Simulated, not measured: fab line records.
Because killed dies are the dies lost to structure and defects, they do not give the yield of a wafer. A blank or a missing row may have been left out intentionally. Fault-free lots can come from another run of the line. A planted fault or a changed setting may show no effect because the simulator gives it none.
fab line records | flow n5-finfet
record: lots: 7 | wafers: 18 | last-day: 16
route steps=1938 shown BEOL_M3@968 BEOL_M4@1111
lots untouched by any fault: they come from a run of this same line in which no faults occurred
start-h: hours from the record's opening day to when the first of the lot's shown wafers began | wait-h: hours since the lot's step before | " the same as in the row above | L1.1+2: one row covering several wafers at once | - value missing, or start not given | * or withheld: withheld | < > ~ a bound
route shown NAME@n: a module of which the file shows steps, and the number in the route of the first | usual: mean/standard deviation taken from wafers without a fault | same: alike in all rows | chamber/n: place in a boat | sites: each site's reading | _std_site: the values' standard deviation | _edge_site: mean of outer sites minus mean of inner sites | radius-mm: how far each site lies from the wafer's centre | mask NAME#n: copy n | behind: the tool/chamber that last shaped the wafer | hold: what put the lot on hold/how long, in hours/how the hold closed | device: names the non-switching transistor (n, p or np) | end of line: the route-end tests of the same wafers | a step without rows: its recipe alone | killed: count of dies lost to structure and defects at first sort (not the wafer's yield) | map: dies across one wafer; x = killed, . = not, _ = none there
set.NAME: setting as actually run; set.NAME@STEP: the setting as run at that earlier step | model.NAME: the simulator's own value behind a step, which no gauge read
a table for each step, a row for each wafer; lots at some steps of the route
services: from which hour (start-h, from the record's first day; less than 0 if before it) a tool's chamber was out of use, for how many hours, and why
== steps ==
step: N5_BEOL_M3_INSPECT_30
recipe: mode: adi | inspect-instrument: brightfield
usual: raw-defect-count: 425/97
lot.wafer | tool              | chamber | start-h | wait-h | raw-defect-count
L905.1    | defect-inspect-01 | -       | 157.32  | 0.1    | 501
L905.2    | "                 | -       | "       | "      | 346
L905.6    | "                 | -       | "       | "      | 274
L910.3    | defect-inspect-01 | -       | 195.96  | 0.0    | 255
L910.5    | "                 | -       | "       | "      | 258
L910.6    | "                 | -       | "       | "      | 292
L915.2    | defect-inspect-01 | -       | 219.55  | 0.0    | 393
L915.4    | "                 | -       | "       | "      | 343
L915.6    | "                 | -       | "       | "      | 408
L920.1    | defect-inspect-01 | -       | 248.37  | 0.1    | 351
L920.2    | "                 | -       | "       | "      | 331
L920.5    | "                 | -       | "       | "      | 293
L921.4    | defect-inspect-02 | -       | 256.89  | 0.0    | 587
L921.5    | "                 | -       | "       | "      | 474
L922.4    | defect-inspect-02 | -       | 257.35  | 0.0    | 443
L922.5    | "                 | -       | "       | "      | 396
L923.3    | defect-inspect-02 | -       | 263.05  | 0.0    | 381
L923.5    | "                 | -       | "       | "      | 494
step: N5_BEOL_M3_DESCUM_33
recipe: chemistry: O2 | time-s: 7 | source-power-w: 50 | bias-power-w: 20 | pressure-mtorr: 20 | rf-frequency-hz: 2.712e+07 | temp-c: 40 | resist: CAR-EUV | o2-flow-sccm: 225
usual: drypump-motor-current-A: 5.8/0.49 | oes-product-au: 0.79/0.084 | rf-vpp-V: 242.4/1.1 | showerhead-plenum-p-Torr: 2.04/0.055 | throttle-valve-pct: 20.45/0.26
lot.wafer | tool        | chamber | start-h | wait-h | drypump-motor-current-A | oes-product-au | rf-hours-counter-h | rf-vpp-V | showerhead-plenum-p-Torr | throttle-valve-pct
L905.1    | rie-diel-01 | 1       | 157.36  | 0.0    | 5.8                     | 0.88           | 56                 | 242.9    | 2.02                     | 20.05
L905.2    | "           | 2       | "       | "      | 6.0                     | 0.99           | 0                  | 243.1    | 2.07                     | 20.52
L905.6    | "           | 0       | "       | "      | 6.1                     | 0.95           | -                  | 242.9    | 2.08                     | 20.46
L910.3    | rie-diel-06 | 1       | 196.62  | 0.7    | 5.3                     | 0.72           | 210                | 242.8    | 1.97                     | 20.14
L910.5    | "           | 1       | "       | "      | 5.3                     | 0.72           | -                  | 241.9    | 1.97                     | 20.15
L910.6    | "           | 0       | "       | "      | 6.2                     | 0.86           | -                  | 243.2    | 2.03                     | 20.10
L915.2    | rie-diel-06 | 3       | 219.58  | 0.0    | 5.0                     | 0.74           | 182                | 240.8    | 1.98                     | 20.44
L915.4    | "           | 2       | "       | "      | 5.8                     | 0.73           | -                  | 242.6    | 2.10                     | 20.83
L915.6    | "           | 0       | "       | "      | 6.2                     | 0.85           | -                  | 241.6    | 2.03                     | 20.11
L920.1    | rie-diel-06 | 0       | 248.41  | 0.0    | 6.2                     | 0.84           | 70                 | 242.8    | 2.03                     | 20.12
L920.2    | "           | 3       | "       | "      | 5.0                     | 0.74           | 193                | 240.4    | 1.98                     | 20.45
L920.5    | "           | 1       | "       | "      | 5.3                     | 0.71           | -                  | 240.7    | 1.96                     | 20.17
L921.4    | rie-diel-06 | 2       | 257.19  | 0.3    | 5.8                     | 0.73           | 197                | 243.3    | 2.09                     | 20.85
L921.5    | "           | 0       | "       | "      | 6.2                     | 0.83           | -                  | 241.8    | 2.03                     | 20.15
L922.4    | rie-diel-06 | 1       | 257.44  | 0.1    | 5.3                     | 0.69           | 229                | 240.3    | 1.96                     | 20.18
L922.5    | "           | 1       | "       | "      | 5.3                     | 0.70           | -                  | 240.9    | 1.96                     | 20.19
L923.3    | rie-diel-01 | 1       | 263.15  | 0.1    | 5.8                     | 0.84           | 92                 | 244.0    | 2.00                     | 20.12
L923.5    | "           | 2       | "       | "      | 6.1                     | 0.86           | -                  | 242.3    | 2.06                     | 20.58
step: N5_BEOL_M3_ETCH_77
recipe: chemistry: N2/H2 | target: underlayer | target-depth-a: 65 | mask-material: CAR-EUV | time-s: 5.2 | ion-energy-ev: 200 | pressure-mtorr: 30 | source-w: 840 | bias-w: 150 | n2-flow-sccm: 200 | h2-flow-sccm: 200 | ends: cleared
step: N5_BEOL_M3_ETCH_69
recipe: chemistry: CF4 | target: SiARC | target-depth-a: 156 | mask-material: CAR-EUV | time-s: 26 | ion-energy-ev: 80 | pressure-mtorr: 40 | source-w: 545 | bias-w: 36 | Ar_flow_sccm: 100 | cf4-flow-sccm: 100 | ends: cleared
usual: drypump-motor-current-A: 5.8/0.49 | etch-rf-on-time-s: 25.9/0.54 | mfc-ar-sccm: 100.01/0.29 | oes-product-au: 0.68/0.071 | rf-vpp-V: 183.5/0.99 | showerhead-plenum-p-Torr: 2.09/0.036 | throttle-valve-pct: 15.64/0.24
lot.wafer | tool        | chamber | start-h | wait-h | drypump-motor-current-A | etch-rf-on-time-s | mfc-ar-sccm | oes-product-au | rf-hours-counter-h | rf-vpp-V | showerhead-plenum-p-Torr | throttle-valve-pct
L905.1    | rie-diel-01 | 1       | 157.41  | 0.0    | 5.9                     | 25.4              | 100.27      | 0.76           | 56                 | 184.8    | 2.08                     | 15.33
L905.2    | "           | 2       | "       | "      | 6.1                     | 25.1              | 100.26      | 0.87           | 0                  | 184.2    | 2.10                     | 15.43
L905.6    | "           | 0       | "       | "      | 6.1                     | 25.3              | 99.82       | 0.82           | -                  | 184.4    | 2.10                     | 15.46
L910.3    | rie-diel-06 | 1       | 196.67  | 0.0    | 5.3                     | 26.4              | 100.33      | 0.61           | 210                | 182.1    | 2.06                     | 15.61
L910.5    | "           | 1       | "       | "      | 5.3                     | 26.3              | 100.33      | 0.61           | -                  | 182.1    | 2.06                     | 15.61
L910.6    | "           | 0       | "       | "      | 6.2                     | 26.6              | 100.16      | 0.73           | -                  | 184.3    | 2.09                     | 15.32
L915.2    | rie-diel-06 | 3       | 219.63  | 0.0    | 5.0                     | 26.1              | 99.82       | 0.63           | 182                | 183.6    | 2.04                     | 15.75
L915.4    | "           | 2       | "       | "      | 5.8                     | 25.2              | 99.77       | 0.63           | -                  | 183.2    | 2.13                     | 15.91
L915.6    | "           | 0       | "       | "      | 6.2                     | 26.5              | 99.92       | 0.72           | -                  | 183.1    | 2.08                     | 15.34
L920.1    | rie-diel-06 | 0       | 248.46  | 0.0    | 6.2                     | 26.5              | 100.02      | 0.71           | 70                 | 183.9    | 2.08                     | 15.37
L920.2    | "           | 3       | "       | "      | 5.0                     | 26.5              | 99.83       | 0.62           | 193                | 182.0    | 2.04                     | 15.77
L920.5    | "           | 1       | "       | "      | 5.3                     | 27.0              | 100.36      | 0.59           | -                  | 182.3    | 2.05                     | 15.64
L921.4    | rie-diel-06 | 2       | 257.24  | 0.0    | 5.8                     | 24.9              | 99.62       | 0.63           | 197                | 183.7    | 2.13                     | 15.93
L921.5    | "           | 0       | "       | "      | 6.2                     | 26.0              | 100.03      | 0.71           | -                  | 182.9    | 2.08                     | 15.36
L922.4    | rie-diel-06 | 1       | 257.49  | 0.0    | 5.3                     | 26.3              | 100.07      | 0.60           | 229                | 183.6    | 2.05                     | 15.65
L922.5    | "           | 1       | "       | "      | 5.3                     | 26.5              | 99.70       | 0.59           | -                  | 183.0    | 2.05                     | 15.63
L923.3    | rie-diel-01 | 1       | 263.20  | 0.0    | 5.8                     | 25.7              | 100.20      | 0.72           | 92                 | 183.6    | 2.07                     | 15.42
L923.5    | "           | 2       | "       | "      | 6.1                     | 25.5              | 99.63       | 0.75           | -                  | 184.1    | 2.08                     | 15.49
step: N5_BEOL_M3_ALD_98
recipe: material: SiO2 | target-thk-a: 25 | temp-c: 100 | ald-precursor-family: BDEAS | ald-co-reactant: O2-plasma | pulse-time-s: 1 | co-reactant-pulse-time-s: 1 | purge-time-s: 2 | co-reactant-purge-time-s: 2 | ald-cycles: 17 | pressure-torr: 2
step: N5_BEOL_M3_ETCHBACK_99
recipe: chemistry: CHF3 | target: SiO2 | target-depth-a: 50 | time-s: 10.4 | source-w: 215 | bias-w: 47 | Ar_flow_sccm: 200 | CHF3_flow_sccm: 12 | ion-energy-ev: 100 | pressure-mtorr: 30
step: N5_BEOL_M3_ETCH_70
recipe: chemistry: N2/H2 | target: SOC | target-depth-a: 800 | overetch-a: 160 | mask-material: SiARC | temp-c: 40 | time-s: 120 | ion-energy-ev: 200 | pressure-mtorr: 30 | source-w: 840 | bias-w: 150 | n2-flow-sccm: 200 | h2-flow-sccm: 200
usual: drypump-motor-current-A: 5.7/0.48 | h2-flow-sccm: 200.0/0.6 | oes-product-au: 0.60/0.059 | rf-vpp-V: 522.1/1.6 | showerhead-plenum-p-Torr: 2.48/0.053 | throttle-valve-pct: 17.87/0.21
lot.wafer | tool        | chamber | start-h | wait-h | drypump-motor-current-A | h2-flow-sccm | oes-product-au | rf-hours-counter-h | rf-vpp-V | showerhead-plenum-p-Torr | throttle-valve-pct
L905.1    | rie-diel-03 | 3       | 161.70  | 0.0    | 5.0                     | 199.0        | 0.55           | 206                | 520.4    | 2.41                     | 17.90
L905.2    | "           | 1       | "       | "      | 5.7                     | 199.9        | 0.53           | 227                | 522.3    | 2.51                     | 18.38
L905.6    | "           | 1       | "       | "      | 5.6                     | 200.3        | 0.53           | -                  | 524.5    | 2.51                     | 18.38
L910.3    | rie-diel-03 | 3       | 198.45  | 0.0    | 5.0                     | 199.5        | 0.55           | 214                | 519.7    | 2.41                     | 17.92
L910.5    | "           | 3       | "       | "      | 5.0                     | 200.3        | 0.55           | -                  | 521.2    | 2.41                     | 17.92
L910.6    | "           | 2       | "       | "      | 5.6                     | 200.8        | 0.56           | -                  | 523.6    | 2.52                     | 18.19
L915.2    | rie-diel-06 | 3       | 219.87  | 0.0    | 5.0                     | 200.5        | 0.57           | 182                | 522.0    | 2.42                     | 17.94
L915.4    | "           | 0       | "       | "      | 6.2                     | 199.3        | 0.66           | -                  | 521.8    | 2.47                     | 17.58
L915.6    | "           | 3       | "       | "      | 5.0                     | 199.4        | 0.56           | -                  | 522.3    | 2.42                     | 17.92
L920.1    | rie-diel-01 | 0       | 251.60  | 0.0    | 6.1                     | 199.9        | 0.67           | 39                 | 521.9    | 2.48                     | 17.62
L920.2    | "           | 3       | "       | "      | 6.7                     | 200.0        | 0.55           | 178                | 524.7    | 2.54                     | 17.90
L920.5    | "           | 2       | "       | "      | 6.0                     | 200.1        | 0.67           | -                  | 523.7    | 2.50                     | 17.98
L921.4    | rie-diel-06 | 3       | 258.15  | 0.0    | 5.0                     | 198.7        | 0.56           | 198                | 519.4    | 2.42                     | 17.95
L921.5    | "           | 1       | "       | "      | 5.3                     | 200.1        | 0.54           | -                  | 521.4    | 2.42                     | 17.93
L922.4    | rie-diel-06 | 2       | 264.90  | 0.0    | 5.8                     | 200.1        | 0.55           | 201                | 522.3    | 2.51                     | 17.99
L922.5    | "           | 0       | "       | "      | 6.2                     | 200.5        | 0.64           | -                  | 520.7    | 2.47                     | 17.60
L923.3    | rie-diel-06 | 2       | 270.59  | 0.0    | 5.8                     | 199.7        | 0.55           | 202                | 523.8    | 2.51                     | 17.98
L923.5    | "           | 1       | "       | "      | 5.3                     | 200.0        | 0.54           | -                  | 520.3    | 2.41                     | 17.92
step: N5_BEOL_M3_STRIP_71
recipe: chemistry: N2/H2 | temp-c: 40 | n2-flow-sccm: 200 | h2-flow-sccm: 200 | rf-frequency-hz: 6e+07
step: N5_BEOL_M3_STRIP_78
recipe: chemistry: N2/H2 | temp-c: 40 | n2-flow-sccm: 200 | h2-flow-sccm: 200 | rf-frequency-hz: 6e+07
step: N5_BEOL_M3_VIA_ETCH_34
recipe: chemistry: C4F6/O2 | target-depth-a: 694 | mask-material: SOC | pressure-mtorr: 15 | ion-energy-ev: 250 | taper-deg: 4 | time-s: 65.9 | source-w: 350 | bias-w: 170 | Ar_flow_sccm: 300 | C4F6_flow_sccm: 10 | O2_flow_sccm: 10
usual: O2_flow_sccm: 9.99/0.031 | drypump-motor-current-A: 5.7/0.48 | mfc-ar-sccm: 300.0/0.83 | oes-product-au: 0.78/0.079 | rf-vpp-V: 660/12 | showerhead-plenum-p-Torr: 2.77/0.051 | throttle-valve-pct: 30.79/0.23
lot.wafer | tool        | chamber | start-h | wait-h | O2_flow_sccm | drypump-motor-current-A | mfc-ar-sccm | oes-product-au | rf-hours-counter-h | rf-vpp-V | showerhead-plenum-p-Torr | throttle-valve-pct
L905.1    | rie-diel-03 | 3       | 161.80  | 0.0    | 10.00        | 5.0                     | 299.3       | 0.71           | 206                | 674      | 2.70                     | 30.69
L905.2    | "           | 1       | "       | "      | 10.09        | 5.7                     | 299.0       | 0.69           | 227                | 674      | 2.79                     | 31.08
L905.6    | "           | 1       | "       | "      | 10.01        | 5.7                     | 300.7       | 0.69           | -                  | 675      | 2.79                     | 31.09
L910.3    | rie-diel-03 | 3       | 198.55  | 0.0    | 10.01        | 5.0                     | 299.6       | 0.71           | 214                | 673      | 2.70                     | 30.69
L910.5    | "           | 3       | "       | "      | 10.02        | 5.0                     | 299.2       | 0.71           | -                  | 675      | 2.70                     | 30.69
L910.6    | "           | 2       | "       | "      | 10.01        | 5.6                     | 301.2       | 0.72           | -                  | 645      | 2.84                     | 31.30
L915.2    | rie-diel-06 | 3       | 219.97  | 0.0    | 9.96         | 5.0                     | 299.1       | 0.73           | 182                | 672      | 2.71                     | 30.71
L915.4    | "           | 0       | "       | "      | 9.97         | 6.2                     | 300.4       | 0.85           | -                  | 648      | 2.78                     | 30.50
L915.6    | "           | 3       | "       | "      | 9.99         | 5.0                     | 299.9       | 0.74           | -                  | 671      | 2.71                     | 30.71
L920.1    | rie-diel-01 | 0       | 251.70  | 0.0    | 10.02        | 6.1                     | 298.8       | 0.87           | 39                 | 644      | 2.77                     | 30.62
L920.2    | "           | 3       | "       | "      | 9.98         | 6.7                     | 299.1       | 0.72           | 178                | 654      | 2.83                     | 30.83
L920.5    | "           | 2       | "       | "      | 10.00        | 6.1                     | 300.3       | 0.89           | -                  | 668      | 2.78                     | 31.02
L921.4    | rie-diel-06 | 3       | 258.25  | 0.0    | 9.99         | 5.0                     | 299.5       | 0.73           | 198                | 671      | 2.70                     | 30.73
L921.5    | "           | 1       | "       | "      | 9.98         | 5.3                     | 300.2       | 0.70           | -                  | 661      | 2.72                     | 30.81
L922.4    | rie-diel-06 | 2       | 265.00  | 0.0    | 10.00        | 5.8                     | 300.0       | 0.72           | 201                | 652      | 2.81                     | 31.05
L922.5    | "           | 0       | "       | "      | 9.98         | 6.2                     | 300.6       | 0.83           | -                  | 647      | 2.77                     | 30.53
L923.3    | rie-diel-06 | 2       | 270.69  | 0.0    | 9.99         | 5.8                     | 298.1       | 0.73           | 202                | 652      | 2.81                     | 31.04
L923.5    | "           | 1       | "       | "      | 10.00        | 5.3                     | 299.2       | 0.69           | -                  | 662      | 2.72                     | 30.81
step: N5_BEOL_M3_STRIP_83
recipe: chemistry: C4F6/O2 | resist: SiARC | rf-frequency-hz: 6e+07
step: N5_BEOL_M3_STRIP_36
recipe: chemistry: N2/H2 | power-w: 450 | temp-c: 40 | pressure-mtorr: 20 | rf-frequency-hz: 6e+07 | overash-fraction: 0.3 | bias-power-w: 7 | h2-frac: 0.5 | n2-flow-sccm: 200 | h2-flow-sccm: 200
usual: drypump-motor-current-A: 5.7/0.48 | h2-flow-sccm: 200.1/0.56 | oes-product-au: 0.78/0.079 | rf-vpp-V: 59.0/1.4 | showerhead-plenum-p-Torr: 2.47/0.053 | throttle-valve-pct: 23.69/0.25
same: overash-fraction: 0.3
lot.wafer | tool        | chamber | start-h | wait-h | drypump-motor-current-A | h2-flow-sccm | oes-product-au | rf-hours-counter-h | rf-vpp-V | showerhead-plenum-p-Torr | throttle-valve-pct
L905.1    | rie-diel-03 | 3       | 161.86  | 0.0    | 5.0                     | 200.1        | 0.71           | 206                | 59.2     | 2.41                     | 23.66
L905.2    | "           | 1       | "       | "      | 5.7                     | 201.4        | 0.69           | 227                | 58.4     | 2.51                     | 24.18
L905.6    | "           | 1       | "       | "      | 5.7                     | 200.5        | 0.68           | -                  | 58.1     | 2.51                     | 24.13
L910.3    | rie-diel-03 | 3       | 198.61  | 0.0    | 5.0                     | 199.5        | 0.71           | 214                | 56.6     | 2.41                     | 23.69
L910.5    | "           | 3       | "       | "      | 5.0                     | 200.1        | 0.72           | -                  | 59.4     | 2.41                     | 23.63
L910.6    | "           | 2       | "       | "      | 5.6                     | 199.9        | 0.72           | -                  | 60.5     | 2.52                     | 23.93
L915.2    | rie-diel-06 | 3       | 220.03  | 0.0    | 5.0                     | 200.2        | 0.74           | 182                | 60.2     | 2.42                     | 23.69
L915.4    | "           | 0       | "       | "      | 6.2                     | 200.1        | 0.85           | -                  | 57.1     | 2.47                     | 23.40
L915.6    | "           | 3       | "       | "      | 5.0                     | 200.3        | 0.74           | -                  | 59.3     | 2.42                     | 23.68
L920.1    | rie-diel-01 | 0       | 251.76  | 0.0    | 6.1                     | 200.2        | 0.89           | 39                 | 58.6     | 2.47                     | 23.35
L920.2    | "           | 3       | "       | "      | 6.7                     | 200.6        | 0.72           | 178                | 58.6     | 2.53                     | 23.78
L920.5    | "           | 2       | "       | "      | 6.0                     | 199.1        | 0.87           | -                  | 57.0     | 2.49                     | 24.12
L921.4    | rie-diel-06 | 3       | 258.31  | 0.0    | 5.0                     | 199.7        | 0.72           | 198                | 60.1     | 2.41                     | 23.71
L921.5    | "           | 1       | "       | "      | 5.3                     | 199.1        | 0.70           | -                  | 59.5     | 2.41                     | 23.83
L922.4    | rie-diel-06 | 2       | 265.06  | 0.0    | 5.8                     | 198.9        | 0.73           | 201                | 58.4     | 2.51                     | 23.69
L922.5    | "           | 0       | "       | "      | 6.2                     | 199.7        | 0.83           | -                  | 60.1     | 2.46                     | 23.39
L923.3    | rie-diel-06 | 2       | 270.75  | 0.0    | 5.8                     | 200.8        | 0.72           | 202                | 58.8     | 2.51                     | 23.71
L923.5    | "           | 1       | "       | "      | 5.3                     | 200.8        | 0.70           | -                  | 61.7     | 2.41                     | 23.87
step: N5_BEOL_M3_TRENCH_ETCH_37
recipe: chemistry: C4F6/O2 | target-depth-a: 555.55 | target: SiOC | time-s: 29.2 | ion-energy-ev: 250 | pressure-mtorr: 30 | source-w: 355 | bias-w: 185 | Ar_flow_sccm: 300 | C4F6_flow_sccm: 10 | O2_flow_sccm: 10
usual: O2_flow_sccm: 10.001/0.028 | drypump-motor-current-A: 5.7/0.48 | mfc-ar-sccm: 299.9/0.99 | oes-product-au: 0.78/0.08 | rf-vpp-V: 660/12 | showerhead-plenum-p-Torr: 2.78/0.051 | throttle-valve-pct: 20.91/0.2
lot.wafer | tool        | chamber | start-h | wait-h | O2_flow_sccm | drypump-motor-current-A | mfc-ar-sccm | oes-product-au | rf-hours-counter-h | rf-vpp-V | showerhead-plenum-p-Torr | throttle-valve-pct | model.etch.depth-nm | model.BEOL_M3.feature-depth-nm
L905.1    | rie-diel-03 | 3       | 161.90  | -      | 9.998        | 5.0                     | 300.8       | 0.71           | 206                | 673      | 2.71                     | 20.95              | 55.8                | 55.8
L905.2    | "           | 1       | "       | "      | 9.979        | 5.6                     | 300.6       | 0.69           | 227                | 675      | 2.79                     | 21.29              | 55.08               | 55
L905.6    | "           | 1       | "       | "      | 10.010       | 5.7                     | 300.3       | 0.69           | -                  | 676      | 2.79                     | 21.29              | 55.34               | 55.4
L910.3    | rie-diel-03 | 3       | 198.65  | -      | 10.030       | 5.0                     | 297.9       | 0.71           | 214                | 673      | 2.71                     | 20.95              | 55.26               | 55.2
L910.5    | "           | 3       | "       | "      | 10.016       | 5.0                     | 299.6       | 0.72           | -                  | 672      | 2.71                     | 20.95              | 55.86               | 55.8
L910.6    | "           | 2       | "       | "      | 9.991        | 5.6                     | 300.2       | 0.71           | -                  | 646      | 2.85                     | 21.39              | 54.32               | 54.4
L915.2    | rie-diel-06 | 3       | 220.07  | -      | 9.995        | 5.0                     | 300.3       | 0.74           | 182                | 672      | 2.71                     | 20.93              | 55.05               | 55
L915.4    | "           | 0       | "       | "      | 9.959        | 6.2                     | 301.1       | 0.85           | -                  | 648      | 2.79                     | 20.65              | 54.04               | 54
L915.6    | "           | 3       | "       | "      | 9.974        | 5.0                     | 299.9       | 0.73           | -                  | 670      | 2.71                     | 20.94              | 55.01               | 55
L920.1    | rie-diel-01 | 0       | 251.80  | -      | 9.985        | 6.1                     | 299.4       | 0.88           | 39                 | 646      | 2.77                     | 20.75              | 55.65               | 55.6
L920.2    | "           | 3       | "       | "      | 10.012       | 6.7                     | 299.8       | 0.73           | 178                | 654      | 2.83                     | 20.86              | 56.84               | 56.8
L920.5    | "           | 2       | "       | "      | 9.998        | 6.0                     | 298.4       | 0.89           | -                  | 668      | 2.79                     | 20.92              | 56.44               | 56.4
L921.4    | rie-diel-06 | 3       | 258.35  | -      | 10.034       | 5.0                     | 300.0       | 0.66           | 198                | 673      | 2.71                     | 20.95              | 47.1                | 47.2
L921.5    | "           | 1       | "       | "      | 10.038       | 5.3                     | 301.0       | 0.69           | -                  | 661      | 2.72                     | 20.85              | 54.16               | 54.2
L922.4    | rie-diel-06 | 2       | 265.10  | -      | 10.014       | 5.8                     | 298.3       | 0.66           | 201                | 652      | 2.82                     | 21.10              | 48.02               | 48
L922.5    | "           | 0       | "       | "      | 9.997        | 6.2                     | 300.5       | 0.83           | -                  | 646      | 2.78                     | 20.70              | 55.16               | 55.2
L923.3    | rie-diel-06 | 2       | 270.79  | -      | 10.056       | 5.8                     | 301.6       | 0.65           | 202                | 652      | 2.82                     | 21.11              | 48.06               | 48
L923.5    | "           | 1       | "       | "      | 10.000       | 5.3                     | 300.3       | 0.69           | -                  | 661      | 2.72                     | 20.87              | 54.36               | 54.4
step: N5_BEOL_M3_ETCH_41
recipe: chemistry: CH3F/O2 | target: SiCN | target-depth-a: 299 | taper-deg: 2 | time-s: 52.5 | ion-energy-ev: 120 | mask-material: TiN | pressure-mtorr: 30 | source-w: 395 | bias-w: 75 | Ar_flow_sccm: 150 | CH3F_flow_sccm: 30 | O2_flow_sccm: 20
step: N5_BEOL_M3_STRIP_97
recipe: chemistry: N2/H2 | time-s: 10 | power-w: 450 | temp-c: 40 | pressure-mtorr: 20 | rf-frequency-hz: 6e+07 | bias-power-w: 7 | n2-flow-sccm: 200 | h2-flow-sccm: 200
step: N5_BEOL_M3_OCD_MEAS_38
usual: trench-depth-nm: 55.5/0.96
lot.wafer | tool   | chamber | start-h | wait-h | trench-depth-nm
L905.1    | ocd-02 | -       | 162.06  | -      | 56.0
L905.2    | "      | -       | "       | "      | 55.1
L905.6    | "      | -       | "       | "      | 55.9
L910.3    | ocd-02 | -       | 198.81  | -      | 55.6
L910.5    | "      | -       | "       | "      | 56.5
L910.6    | "      | -       | "       | "      | 54.9
L915.2    | ocd-02 | -       | 220.23  | -      | 54.8
L915.4    | "      | -       | "       | "      | 53.7
L915.6    | "      | -       | "       | "      | 55.0
L920.1    | ocd-02 | -       | 251.96  | -      | 55.6
L920.2    | "      | -       | "       | "      | 56.8
L920.5    | "      | -       | "       | "      | 56.8
L921.4    | ocd-02 | -       | 258.51  | -      | 47.3
L921.5    | "      | -       | "       | "      | 54.1
L922.4    | ocd-02 | -       | 265.26  | -      | 47.8
L922.5    | "      | -       | "       | "      | 55.3
L923.3    | ocd-02 | -       | 270.95  | -      | 48.3
L923.5    | "      | -       | "       | "      | 54.5
step: N5_BEOL_M3_HM_STRIP_39
recipe: chemistry: peroxide-tin-strip | material: TiN | target-depth-a: 250 | temp-c: 50 | time-s: 158
step: N5_BEOL_M4_RC_MEAS_101
usual: DIBL_N: 35.8/1.8 | DIBL_P: 35.9/2.2 | IOFF_N: 0.16/0.035 | IOFF_P: 0.21/0.04 | ION_N: 672/11 | ION_P: 461/7.4 | SS_N: 71.4/0.64 | SS_P: 73.2/0.67 | VT_N: 250/3.5 | VT_P: -251/3.4
lot.wafer | tool      | chamber | start-h | wait-h | DIBL_N[mV/V] | DIBL_P[mV/V] | IOFF_N[nA/um] | IOFF_P[nA/um] | ION_N[uA/um] | ION_P[uA/um] | SS_N[mV/dec] | SS_P[mV/dec] | VT_N[mV] | VT_P[mV]
L905.1    | prober-01 | 0       | 183.10  | 0.0    | 34.2         | 35.4         | 0.17          | 0.23          | 678          | 466          | 71.7         | 73.4         | 246      | -246
L905.2    | "         | 0       | "       | "      | 36.1         | 37.3         | 0.19          | 0.24          | 678          | 467          | 72.5         | 73.3         | 247      | -248
L905.6    | "         | 0       | "       | "      | 35.5         | 36.5         | 0.19          | 0.24          | 685          | 472          | 71.4         | 72.6         | 246      | -247
L910.3    | prober-01 | 0       | 217.14  | 0.3    | 34.8         | 36.6         | 0.13          | 0.18          | 655          | 452          | 70.9         | 73.0         | 254      | -256
L910.5    | "         | 0       | "       | "      | 32.6         | 33.9         | 0.10          | 0.14          | 654          | 451          | 70.8         | 71.8         | 254      | -256
L910.6    | "         | 0       | "       | "      | 35.3         | 36.1         | 0.14          | 0.17          | 665          | 454          | 71.4         | 72.6         | 252      | -253
L915.2    | prober-02 | 0       | 238.92  | 0.2    | 34.1         | 34.0         | 0.13          | 0.16          | 673          | 455          | 71.6         | 72.8         | 253      | -257
L915.4    | "         | 0       | "       | "      | 36.2         | 34.3         | 0.15          | 0.18          | 663          | 449          | 71.9         | 73.0         | 252      | -252
L915.6    | "         | 0       | "       | "      | 35.1         | 35.3         | 0.13          | 0.18          | 667          | 455          | 71.2         | 73.0         | 252      | -251
L920.1    | prober-02 | 0       | 265.49  | 0.0    | 36.0         | 37.0         | 0.15          | 0.20          | 672          | 468          | 71.1         | 73.3         | 251      | -253
L920.2    | "         | 0       | "       | "      | 35.8         | 36.7         | 0.14          | 0.20          | 675          | 468          | 70.6         | 74.0         | 250      | -252
L920.5    | "         | 0       | "       | "      | 35.9         | 37.0         | 0.14          | 0.20          | 674          | 468          | 71.6         | 72.6         | 252      | -250
L921.4    | prober-01 | 0       | 273.83  | 0.5    | 35.0         | 34.2         | 0.13          | 0.15          | 663          | 447          | 70.7         | 72.6         | 256      | -260
L921.5    | "         | 0       | "       | "      | 33.5         | 32.8         | 0.11          | 0.13          | 656          | 444          | 70.4         | 73.1         | 256      | -258
L922.4    | prober-01 | 0       | 280.96  | 0.5    | 32.9         | 31.6         | 0.11          | 0.15          | 661          | 456          | 70.9         | 72.5         | 252      | -256
L922.5    | "         | 0       | "       | "      | 35.9         | 35.6         | 0.17          | 0.21          | 687          | 471          | 71.5         | 72.8         | 244      | -250
L923.3    | prober-01 | 0       | 285.21  | 0.3    | 39.3         | 38.7         | 0.25          | 0.29          | 697          | 464          | 72.4         | 73.8         | 243      | -244
L923.5    | "         | 0       | "       | "      | 35.6         | 35.2         | 0.15          | 0.20          | 659          | 456          | 71.4         | 72.9         | 252      | -248
== services ==
tool        | chamber | start-h | hours | kind
rie-diel-01 | 2       | 143.72  | -     | clean
rie-diel-01 | 2       | 143.72  | -     | consumable-replace:focus-ring
rie-diel-01 | 2       | 143.72  | 12.9  | scheduled-down
rie-diel-01 | 2       | 143.72  | 12.9  | vent-cycle
rie-diel-01 | 3       | 161.64  | 11.6  | repair
rie-diel-03 | 3       | 167.69  | 6.6   | repair
rie-diel-06 | -       | 193.26  | 2.8   | pm
rie-diel-06 | 1       | 217.57  | 10.0  | repair
rie-diel-03 | 3       | 222.21  | 10.9  | repair
rie-diel-03 | 1       | 238.81  | -     | clean
rie-diel-03 | 1       | 238.81  | -     | consumable-replace:focus-ring
rie-diel-03 | 1       | 238.81  | 25.4  | scheduled-down
rie-diel-03 | 1       | 238.81  | 25.4  | vent-cycle
rie-diel-03 | -       | 252.59  | 14.6  | pm
rie-diel-03 | 2       | 270.09  | 9.5   | repair
== key ==
first-sign: step: N5_BEOL_M3_OCD_MEAS_38 | reading: trench-depth-nm | direction: down | sigmas: 8 | usual: 55.5 | struck: 47.8
effect none on later readings
model-effect: step: N5_BEOL_M3_TRENCH_ETCH_37 | value: etch.depth-nm | without: 56.48 | struck: 47.73
met-at N5_BEOL_M3_TRENCH_ETCH_37
struck-wafers L921.4,L922.4,L923.3
onset-between 220.07 258.35
fault: kind: process-parameter-drift | tool: rie-diel-06 | chamber: - | onset-h: 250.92 | steps: N5_BEOL_M3_TRENCH_ETCH_37 | channel: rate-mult | offset: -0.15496 | shape: step | end-h: 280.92 | scope: struck-wafers-only
